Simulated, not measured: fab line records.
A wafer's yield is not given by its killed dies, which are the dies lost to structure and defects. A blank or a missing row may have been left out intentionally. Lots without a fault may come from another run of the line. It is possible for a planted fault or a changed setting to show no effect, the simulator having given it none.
fab line records | flow n5-finfet
record lots=4 wafers=12 last-day=15
route steps=1938 shown BEOL_M4@1099 BEOL_M5@1112 BEOL_M13@1708 PASSIVATION@1936
lots untouched by any fault: they come from a run of this same line in which no faults occurred
start-h: the number of hours between the record's first day and the start of the first shown wafer of the lot | wait-h: hours from the lot's prior step to this one | " same as the row above | L1.1+2: one row covering several wafers at once | - either no value or no given start | * or withheld: withheld | < > ~ a bound
route shown NAME@n: a module of which the file shows steps, and the number in the route of the first | usual: average and standard deviation across the fault-free wafers | same: alike in all rows | chamber/n: place in a boat | sites: each site's reading | _std_site: how widely they spread, as a standard deviation | _edge_site: inner sites' mean taken away from outer sites' mean | radius-mm: how far each site lies from the wafer's centre | mask NAME#n: copy n | behind: the most recent tool/chamber to have shaped the wafer | hold: the reason the lot was held/the length of the hold in hours/how it ended | device: the n, p or np transistor that did not switch | end of line: the tests these same wafers got at the end of their route | step lacking rows: just its recipe | killed: at the first sort, the dies lost to defects and structure; wafer yield is something else | map: shows each die of a wafer: x if killed, . if not, _ if none is there
set.NAME: setting as actually run; set.NAME@STEP: the setting as run at that earlier step | model.NAME: the simulator's own value behind a step, which no gauge read
lots seen at some steps along the route; tables by step, rows by wafer
services: a tool's chamber out of use, with start hour (start-h, from the record's first day; less than 0 if before it), hours out, and reason
## steps
# step N5_BEOL_M4_ANNEAL_95
# recipe temp-c=400 time-s=240 ambient=vacuum
# step N5_BEOL_M4_SPUTTER_96
# recipe material=Cu target-thk-a=45 temp-c=-20 chamber-pressure-pa=0.07 power-w=withheld time-s=8.29
# step N5_BEOL_M4_ECD_50
# recipe material=Cu target-thk-a=3000
# step N5_BEOL_M4_ANNEAL_51
# recipe temp-c=225 time-s=90 ambient=N2
# step N5_BEOL_M4_CMP_52
# recipe stop-on=SiOC t-overpolish-s=6.8 down-force-psi=1 platen-rpm=50 clearing-platen-down-force-psi=1.5 clearing-platen-rpm=50 post-cmp-clean=cu-alkaline target-thk-nm=40 clearing-platen-pad-velocity-m-s=0.99484 pad-velocity-m-s=0.99484
# step N5_BEOL_M4_PRE_CLEAN_60
# recipe gas=NH3/H2 time-s=15 temp-c=* rf-power-w=300
# step N5_BEOL_M4_CO_CAP_55
# recipe material=Co target-thk-a=20 temp-c=200 precursor=CCTBA/H2 pressure-torr=30 time-s=102.1
# step N5_BEOL_M4_PRE_CLEAN_56
# recipe gas=NH3 time-s=15 temp-c=withheld rf-power-w=300
# step N5_BEOL_M4_DEP_57
# recipe material=SiCN target-thk-a=80 temp-c=withheld precursor=3MS/NH3 pressure-torr=3 rf-w=202 time-s=14
# step N5_BEOL_M4_RC_MEAS_101
# usual DIBL_N=36.2/1.5 DIBL_P=36.2/1.7 IOFF_N=0.155/0.021 IOFF_P=0.216/0.026 ION_N=674/11 ION_P=464/6.8 SS_N=71.5/0.56 SS_P=73.3/0.6 VT_N=250.2/2.6 VT_P=-249.3/2.5
# columns lot.wafer tool chamber start-h wait-h DIBL_N[mV/V] DIBL_P[mV/V] IOFF_N[nA/um] IOFF_P[nA/um] ION_N[uA/um] ION_P[uA/um] SS_N[mV/dec] SS_P[mV/dec] VT_N[mV] VT_P[mV]
L380.1 prober-02 0 195.25 0.0 34.8 35.7 0.144 0.187 676 461 71.9 72.8 251.3 -251.5
L380.4 " 0 " " 35.9 36.5 0.157 0.204 679 463 71.8 73.7 250.5 -251.2
L380.6 " 0 " " 34.7 35.5 0.136 0.185 680 463 71.3 72.9 252.7 -252.3
L381.2 prober-01 0 200.41 0.5 37.9 40.2 0.188 0.252 682 466 71.2 75.0 246.2 -248.4
L381.3 " 0 " " 35.4 36.8 0.149 0.200 684 466 71.6 73.1 250.3 -250.4
L381.5 " 0 " " 36.3 37.7 0.154 0.211 689 471 72.0 73.4 249.2 -251.8
L383.1 prober-02 0 209.87 0.0 35.4 36.4 0.140 0.201 676 464 71.4 73.3 253.5 -254.5
L383.4 " 0 " " 35.7 37.3 0.146 0.216 665 460 72.3 74.0 252.0 -251.0
L383.6 " 0 " " 36.7 38.0 0.153 0.233 672 462 71.4 73.1 252.1 -249.7
L392.3 prober-01 0 271.46 0.3 38.9 38.7 0.213 0.273 674 463 72.2 75.0 246.9 -244.7
L392.5 " 0 " " 37.7 37.6 0.184 0.259 681 470 71.6 73.5 248.7 -245.1
L392.6 " 0 " " 35.6 36.0 0.155 0.222 683 473 71.5 73.6 248.5 -245.9
# step N5_BEOL_M5_ILD_DEP_00
# recipe material=SiCOH_lowk target-thk-a=1406.4 temp-c=300 precursor=DEMS/porogen pressure-torr=5 rf-w=500 time-s=25.9
# step N5_BEOL_M5_CURE_79
# recipe temp-c=385 time-s=240 ambient=He/Ar material=SiCOH_lowk
# step N5_BEOL_M5_PECVD_70
# recipe material=SiO2 target-thk-a=160 temp-c=400 precursor=TEOS/O2 pressure-torr=5.5 rf-w=450 teos-flow-sccm=53.8 gas=O2 flow-sccm=3000 time-s=18
# step N5_BEOL_M5_HM_DEP_02
# recipe material=TiN target-thk-a=200 temp-c=25 chamber-pressure-pa=0.49996
# step N5_BEOL_M5_COAT_59
# recipe resist=SOC temp-c=250 time-s=60 spin-rpm=1500 resist-thk-nm=60
# step N5_BEOL_M5_COAT_60
# recipe resist=SiARC temp-c=220 time-s=60 spin-rpm=1500 resist-thk-nm=12
# step N5_BEOL_M5_COAT_71
# recipe resist=underlayer temp-c=205 time-s=60 spin-rpm=1500 resist-thk-nm=5
# step N5_BEOL_M5_COAT_05
# recipe resist=CAR-EUV spin-rpm=1500 resist-thk-nm=30
# step N5_BEOL_M5_EBR_07
# recipe solvent=PGMEA ebr-width-mm=1.5
# step N5_BEOL_M5_SOFTBAKE_06
# recipe temp-c=110 time-s=60 resist=CAR-EUV
# step N5_BEOL_M5_EXPOSE_08
# recipe mask-id=M5 na=0.33 source-shape=annular sigma-inner=0.4 sigma-outer=0.8 polarization=unpolarized target-cd-nm=28 dose-mj=35.75
# step N5_BEOL_M5_PEB_09
# recipe peb-temp-c=100 peb-time-s=60 resist=CAR-EUV
# step N5_BEOL_M5_DEVELOP_10
# recipe develop-time-s=30 developer=TMAH resist=CAR-EUV rinse-liquid=surfactant-rinse dry=air-spin dev-temp-c=23
# step N5_BEOL_M5_DESCUM_16
# recipe chemistry=O2 time-s=7 source-power-w=50 bias-power-w=20 pressure-mtorr=20 rf-frequency-hz=2.712e+07 temp-c=40 resist=CAR-EUV o2-flow-sccm=225
# step N5_BEOL_M5_ETCH_72
# recipe chemistry=N2/H2 target=underlayer target-depth-a=65 mask-material=CAR-EUV time-s=5.2 ion-energy-ev=200 pressure-mtorr=30 source-w=840 bias-w=150 n2-flow-sccm=200 h2-flow-sccm=200 ends=cleared
# step N5_BEOL_M5_ETCH_61
# recipe chemistry=CF4 target=SiARC target-depth-a=156 mask-material=CAR-EUV time-s=26 ion-energy-ev=80 pressure-mtorr=40 source-w=545 bias-w=36 Ar_flow_sccm=100 cf4-flow-sccm=100 ends=cleared
# step N5_BEOL_M5_ETCH_62
# recipe chemistry=N2/H2 target=SOC target-depth-a=750 overetch-a=150 mask-material=SiARC temp-c=40 time-s=112.5 ion-energy-ev=200 pressure-mtorr=30 source-w=840 bias-w=150 n2-flow-sccm=200 h2-flow-sccm=200
# step N5_BEOL_M5_STRIP_63
# recipe chemistry=N2/H2 temp-c=40 n2-flow-sccm=200 h2-flow-sccm=200 rf-frequency-hz=6e+07
# step N5_BEOL_M5_STRIP_73
# recipe chemistry=N2/H2 temp-c=40 n2-flow-sccm=200 h2-flow-sccm=200 rf-frequency-hz=6e+07
# step N5_BEOL_M5_STRIP_64
# recipe chemistry=CF4 resist=SiARC power-w=300 bias-power-w=75 pressure-mtorr=50 cf4-flow-sccm=150 rf-frequency-hz=6e+07
# step N5_BEOL_M5_HM_OPEN_17
# recipe chemistry=Cl2/BCl3 target-depth-a=200 overetch-a=60 target=TiN mask-material=SOC ion-energy-ev=150 pressure-mtorr=10 icp-w=1000 bias-w=126 Cl2_flow_sccm=53.25 bcl3-flow-sccm=21.75 Ar_flow_sccm=25
# step N5_BEOL_M5_STRIP_19
# recipe chemistry=O2 power-w=400 temp-c=40 pressure-mtorr=30 rf-frequency-hz=6e+07 bias-power-w=0 overash-fraction=0.2 o2-flow-sccm=225
# step N5_BEOL_M5_COAT_65
# recipe resist=SOC temp-c=250 time-s=60 spin-rpm=1500 resist-thk-nm=60
# step N5_BEOL_M5_COAT_66
# recipe resist=SiARC temp-c=220 time-s=60 spin-rpm=1500 resist-thk-nm=12
# step N5_BEOL_M13_ECD_47
# recipe material=Cu target-thk-a=9360
# columns lot.wafer tool chamber start-h wait-h
L381.2+3+5 ecd-cu-02 1 272.01 0.1
L380.1+4+6 ecd-cu-01 0 277.93 0.1
L383.1+4+6 ecd-cu-02 1 281.19 0.1
L392.3+5+6 ecd-cu-02 1,0,1 335.49 0.1
# step N5_BEOL_M13_THK_MEAS_50
# recipe thk-meas-gauge=xrf reads=Cu_of_BEOL_M13_ECD_47
# usual M13_THK=430/5.9
# columns lot.wafer tool chamber start-h wait-h M13_THK[nm]
L381.2 film-metro-02 - 272.96 - -
L381.3 " - " " -
L381.5 " - " " -
L380.1 film-metro-01 - 278.68 - -
L380.4 " - " " -
L380.6 " - " " -
L383.1 film-metro-02 - 281.94 - 421
L383.4 " - " " 430
L383.6 " - " " 427
L392.3 film-metro-02 - 336.70 - 438
L392.5 " - " " 431
L392.6 " - " " 428
# step N5_BEOL_M13_RS_MEAS_54
# recipe thk-meas-gauge=four-point-probe reads=Cu_of_BEOL_M13_ECD_47+Ta_of_BEOL_M13_SPUTTER_44+TaN_of_BEOL_M13_SPUTTER_43
# usual M13_RS=0.0451/0.00056
# columns lot.wafer tool chamber start-h wait-h M13_RS[ohm/sq]
L381.2 film-metro-02 - 273.09 0.1 56.237
L381.3 " - " " 56.338
L381.5 " - " " 57.384
L380.1 film-metro-01 - 278.81 0.0 57.027
L380.4 " - " " 58.462
L380.6 " - " " 58.287
L383.1 film-metro-02 - 282.07 0.0 0.0459
L383.4 " - " " 0.0448
L383.6 " - " " 0.0453
L392.3 film-metro-01 - 336.83 0.1 0.0444
L392.5 " - " " 0.0449
L392.6 " - " " 0.0452
# step N5_PASSIVATION_PROBE_49
# usual defect-limited-yield=91.3/1.3 killed_at_M0_to_M3=32/11 killed_at_M4_up=15/5.6 killed-at-contacts=12/6 killed-at-front-end=40/11 killed-at-other=3.5/2.6 killed-dies=102/15 killed-on-rim=13/3.4 killed-open=67/12 killed-short=34/7.3 sort_bin_5_function=5.1/0.85 sort_bin_6_memory=3.2/0.61 sort-n-pass=1078/15 sort-yield-pct=91.3/1.3
# same gross-dies=1180 killed-at-back-side=0 sort_bin_4_leakage[%]=0 sort_bin_8_speed[%]=0
# columns lot.wafer tool chamber start-h wait-h defect-limited-yield[%] killed_at_M0_to_M3 killed_at_M4_up killed-at-contacts killed-at-front-end killed-at-other killed-dies killed-on-rim killed-open killed-short sort_bin_5_function[%] sort_bin_6_memory[%] sort-n-pass sort-yield-pct[%]
L381.2 prober-02 - 303.78 0.1 0 38 1091 14 35 2 1180 152 65 37 96.5 3.2 0 0
L381.3 prober-02 - 303.83 0.1 0 53 1086 11 26 4 1180 152 78 27 96.7 3.1 0 0
L381.5 prober-02 - 303.93 0.2 0 34 1099 7 39 1 1180 152 60 32 96.4 3.5 0 0
L380.1 prober-01 - 304.50 0.2 0 42 1079 4 55 0 1180 152 54 50 96.4 3.3 0 0
L380.6 prober-01 - 304.75 0.4 0 51 1081 12 34 2 1180 152 60 40 96.1 3.6 0 0
L383.1 prober-02 - 308.94 0.0 90.5 27 13 11 58 3 112 16 84 28 5.9 3.3 1068 90.5
L383.4 prober-02 - 309.09 0.2 89.4 48 28 3 37 9 125 9 87 38 6.4 4.0 1055 89.4
L383.6 prober-02 - 309.19 0.3 91.4 18 17 13 46 8 102 13 68 34 5.6 2.7 1078 91.4
L392.3 prober-02 - 361.10 0.1 91.2 25 22 10 42 5 104 10 72 32 6.0 2.6 1076 91.2
L392.5 prober-02 - 361.20 0.2 91.2 32 23 17 30 2 104 9 68 35 5.5 3.1 1076 91.2
L392.6 prober-02 - 361.25 0.3 90.9 33 25 11 31 7 107 14 74 31 5.5 3.3 1073 90.9
# killed by level:class
L381.2 BEOL_M13:area-ecd=1078 MOL_CONTACT_COAG:geometric-particle:open=12 BEOL_M0_SAQP:geometric-particle:short=11 FIN_SAQP:geometric-particle:short=9 FIN_SAQP:geometric-particle:open=8 BEOL_M0_SAQP:geometric-particle:open=8 BEOL_M1:geometric-particle:open=6 ILD0:geometric-particle:open=4
L381.3 BEOL_M13:area-ecd=1073 BEOL_M1:geometric-particle:open=14 BEOL_M0_SAQP:geometric-particle:short=12 BEOL_M0_SAQP:geometric-particle:open=10 BEOL_M3:geometric-particle:open=10 MOL_CONTACT_COAG:geometric-particle:open=9 GATE_CUT:geometric-particle:open=7 BEOL_M2:geometric-particle:open=6
L381.5 BEOL_M13:area-ecd=1086 FIN_SAQP:geometric-particle:open=11 BEOL_M0_SAQP:geometric-particle:short=9 DUMMY_GATE:geometric-particle:open=8 BEOL_M0_SAQP:geometric-particle:open=7 BEOL_M2:geometric-particle:open=7 FIN_SAQP:geometric-particle:short=6 MOL_CONTACT_COAG:geometric-particle:open=6
L380.1 BEOL_M13:area-ecd=1075 FIN_SAQP:geometric-particle:short=29 BEOL_M3:geometric-particle:open=14 FIN_SAQP:geometric-particle:open=8 BEOL_M2:geometric-particle:open=7 BEOL_M0_SAQP:geometric-particle:open=6 BEOL_M1:geometric-particle:short=5 DUMMY_GATE:geometric-particle:open=4
L380.6 BEOL_M13:area-ecd=1075 BEOL_M0_SAQP:geometric-particle:open=12 MOL_CONTACT_COAG:geometric-particle:open=11 BEOL_M0_SAQP:geometric-particle:short=11 FIN_SAQP:geometric-particle:short=9 BEOL_M3:geometric-particle:open=9 BEOL_M1:geometric-particle:open=6 BEOL_M2:geometric-particle:open=5
L383.1 STI_FIN_REVEAL:geometric-particle:open=27 MOL_CONTACT_COAG:geometric-particle:open=11 ILD0:geometric-particle:open=7 BEOL_M2:geometric-particle:open=7 STI_FIN_REVEAL:geometric-particle:short=6 BEOL_M1:geometric-particle:open=6 BEOL_M4:geometric-particle:open=5 GATE_CUT:geometric-particle:short=4
L383.4 STI_FIN_REVEAL:geometric-particle:open=16 BEOL_M1:geometric-particle:open=14 BEOL_M4:geometric-particle:open=13 BEOL_M3:geometric-particle:open=6 FIN_SAQP:geometric-particle:short=6 BEOL_M8:geometric-particle:open=6 BEOL_M0_SAQP:geometric-particle:short=6 BEOL_M0_SAQP:geometric-particle:open=6
L383.6 STI_FIN_REVEAL:geometric-particle:open=12 MOL_CONTACT_COAG:geometric-particle:open=7 FIN_SAQP:geometric-particle:open=6 MOL_CONTACT_COAG:geometric-particle:short=6 STARTING-WAFER:geometric-particle:short=6 ILD0:geometric-particle:short=5 GATE_CUT:geometric-particle:short=5 BEOL_M4:geometric-particle:open=5
L392.3 BEOL_M4:geometric-particle:open=12 MOL_CONTACT_COAG:geometric-particle:open=9 FIN_SAQP:geometric-particle:open=8 FIN_SAQP:geometric-particle:short=6 STI_FIN_REVEAL:geometric-particle:open=6 GATE_CUT:geometric-particle:short=6 BEOL_M0:geometric-particle:short=5 ILD0:geometric-particle:open=4
L392.5 MOL_CONTACT_COAG:geometric-particle:open=16 BEOL_M4:geometric-particle:open=14 BEOL_M2:geometric-particle:open=7 BEOL_M0_SAQP:geometric-particle:open=6 BEOL_M2:geometric-particle:short=6 STI_FIN_REVEAL:geometric-particle:open=5 BEOL_M0:geometric-particle:short=5 FIN_SAQP:geometric-particle:short=4
L392.6 BEOL_M4:geometric-particle:open=17 MOL_CONTACT_COAG:geometric-particle:open=10 FIN_SAQP:geometric-particle:short=7 BEOL_M2:geometric-particle:open=7 BEOL_M0_SAQP:geometric-particle:open=6 BEOL_M1:geometric-particle:open=6 FIN_SAQP:geometric-particle:open=5 STI_FIN_REVEAL:geometric-particle:open=5
# map L380.1 (x killed, . not)
_________________xxxxxxxxxxxx________________
______________xxxxxxxxxxxxxxxxxx_____________
___________xxxxxxxxxxxxxxxxxxxxxxxx__________
__________xxxxxxxxxxxxxxxxxxxxxxxxxx_________
________xxxxxxxxxxxxxxxxxxxxxxxxxxxxxx_______
_______xxxxxxxxxxxxxxxxxxxxxxxxxxxxxxxx______
______xxxxxxxxxxxxxxxxxxxxxxxxxxxxxxxxxx_____
_____xxxxxxxxxxxxxxxxxxxxxxxxxxxxxxxxxxxx____
____xxxxxxxxxxxxxxxxxxxxxxxxxxxxxxxxxxxxxx___
___xxxxxxxxxxxxxxxxxxxxxxxxxxxxxxxxxxxxxxxx__
___xxxxxxxxxxxxxxxxxxxxxxxxxxxxxxxxxxxxxxxx__
__xxxxxxxxxxxxxxxxxxxxxxxxxxxxxxxxxxxxxxxxxx_
__xxxxxxxxxxxxxxxxxxxxxxxxxxxxxxxxxxxxxxxxxx_
_xxxxxxxxxxxxxxxxxxxxxxxxxxxxxxxxxxxxxxxxxxxx
_xxxxxxxxxxxxxxxxxxxxxxxxxxxxxxxxxxxxxxxxxxxx
_xxxxxxxxxxxxxxxxxxxxxxxxxxxxxxxxxxxxxxxxxxxx
_xxxxxxxxxxxxxxxxxxxxxxxxxxxxxxxxxxxxxxxxxxxx
_xxxxxxxxxxxxxxxxxxxxxxxxxxxxxxxxxxxxxxxxxxxx
_xxxxxxxxxxxxxxxxxxxxxxxxxxxxxxxxxxxxxxxxxxxx
_xxxxxxxxxxxxxxxxxxxxxxxxxxxxxxxxxxxxxxxxxxxx
_xxxxxxxxxxxxxxxxxxxxxxxxxxxxxxxxxxxxxxxxxxxx
__xxxxxxxxxxxxxxxxxxxxxxxxxxxxxxxxxxxxxxxxxx_
__xxxxxxxxxxxxxxxxxxxxxxxxxxxxxxxxxxxxxxxxxx_
___xxxxxxxxxxxxxxxxxxxxxxxxxxxxxxxxxxxxxxxx__
___xxxxxxxxxxxxxxxxxxxxxxxxxxxxxxxxxxxxxxxx__
____xxxxxxxxxxxxxxxxxxxxxxxxxxxxxxxxxxxxxx___
_____xxxxxxxxxxxxxxxxxxxxxxxxxxxxxxxxxxxx____
______xxxxxxxxxxxxxxxxxxxxxxxxxxxxxxxxxx_____
_______xxxxxxxxxxxxxxxxxxxxxxxxxxxxxxxx______
________xxxxxxxxxxxxxxxxxxxxxxxxxxxxxx_______
__________xxxxxxxxxxxxxxxxxxxxxxxxxx_________
___________xxxxxxxxxxxxxxxxxxxxxxxx__________
______________xxxxxxxxxxxxxxxxxx_____________
_________________xxxxxxxxxxxx________________
# map L381.2 (x killed, . not)
_________________xxxxxxxxxxxx________________
______________xxxxxxxxxxxxxxxxxx_____________
___________xxxxxxxxxxxxxxxxxxxxxxxx__________
__________xxxxxxxxxxxxxxxxxxxxxxxxxx_________
________xxxxxxxxxxxxxxxxxxxxxxxxxxxxxx_______
_______xxxxxxxxxxxxxxxxxxxxxxxxxxxxxxxx______
______xxxxxxxxxxxxxxxxxxxxxxxxxxxxxxxxxx_____
_____xxxxxxxxxxxxxxxxxxxxxxxxxxxxxxxxxxxx____
____xxxxxxxxxxxxxxxxxxxxxxxxxxxxxxxxxxxxxx___
___xxxxxxxxxxxxxxxxxxxxxxxxxxxxxxxxxxxxxxxx__
___xxxxxxxxxxxxxxxxxxxxxxxxxxxxxxxxxxxxxxxx__
__xxxxxxxxxxxxxxxxxxxxxxxxxxxxxxxxxxxxxxxxxx_
__xxxxxxxxxxxxxxxxxxxxxxxxxxxxxxxxxxxxxxxxxx_
_xxxxxxxxxxxxxxxxxxxxxxxxxxxxxxxxxxxxxxxxxxxx
_xxxxxxxxxxxxxxxxxxxxxxxxxxxxxxxxxxxxxxxxxxxx
_xxxxxxxxxxxxxxxxxxxxxxxxxxxxxxxxxxxxxxxxxxxx
_xxxxxxxxxxxxxxxxxxxxxxxxxxxxxxxxxxxxxxxxxxxx
_xxxxxxxxxxxxxxxxxxxxxxxxxxxxxxxxxxxxxxxxxxxx
_xxxxxxxxxxxxxxxxxxxxxxxxxxxxxxxxxxxxxxxxxxxx
_xxxxxxxxxxxxxxxxxxxxxxxxxxxxxxxxxxxxxxxxxxxx
_xxxxxxxxxxxxxxxxxxxxxxxxxxxxxxxxxxxxxxxxxxxx
__xxxxxxxxxxxxxxxxxxxxxxxxxxxxxxxxxxxxxxxxxx_
__xxxxxxxxxxxxxxxxxxxxxxxxxxxxxxxxxxxxxxxxxx_
___xxxxxxxxxxxxxxxxxxxxxxxxxxxxxxxxxxxxxxxx__
___xxxxxxxxxxxxxxxxxxxxxxxxxxxxxxxxxxxxxxxx__
____xxxxxxxxxxxxxxxxxxxxxxxxxxxxxxxxxxxxxx___
_____xxxxxxxxxxxxxxxxxxxxxxxxxxxxxxxxxxxx____
______xxxxxxxxxxxxxxxxxxxxxxxxxxxxxxxxxx_____
_______xxxxxxxxxxxxxxxxxxxxxxxxxxxxxxxx______
________xxxxxxxxxxxxxxxxxxxxxxxxxxxxxx_______
__________xxxxxxxxxxxxxxxxxxxxxxxxxx_________
___________xxxxxxxxxxxxxxxxxxxxxxxx__________
______________xxxxxxxxxxxxxxxxxx_____________
_________________xxxxxxxxxxxx________________
## services
# columns tool chamber start-h hours kind
ecd-cu-01 - 268.90 5.6 pm
ecd-cu-01 - 318.47 1.7 repair
## key
first-sign step=N5_BEOL_M13_THK_MEAS_50 reading=M13_THK direction=missing
effect step=N5_BEOL_M13_RS_MEAS_54 reading=M13_RS direction=up sigmas=99+ usual=0.0451 struck=57.289
effect step=N5_PASSIVATION_PROBE_49 reading=killed_at_M4_up direction=up sigmas=99+ usual=15 struck=1087
more-kills-born-at N5_BEOL_M13_ECD_47@ecd-cu-02=3237 N5_BEOL_M13_ECD_47@ecd-cu-01=2150
met-at N5_BEOL_M13_ECD_47
struck-wafers L380.1,L380.4,L380.6,L381.2,L381.3,L381.5
rows-end L380.4
later-rows-left-out L380.1,L380.6,L381.2,L381.3,L381.5
fault kind=skipped-step-whole tool=ecd-cu-01,ecd-cu-02 chamber=- onset-h=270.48 steps=N5_BEOL_M13_ECD_47 scope=struck-lots-only
# later-rows-left-out: the simulator's readings of these wafers behind a module that went badly wrong aren't trusted and aren't shown, but for the sort
# rows-end: these wafers met a further fault down the route, and their rows from its step on are left out
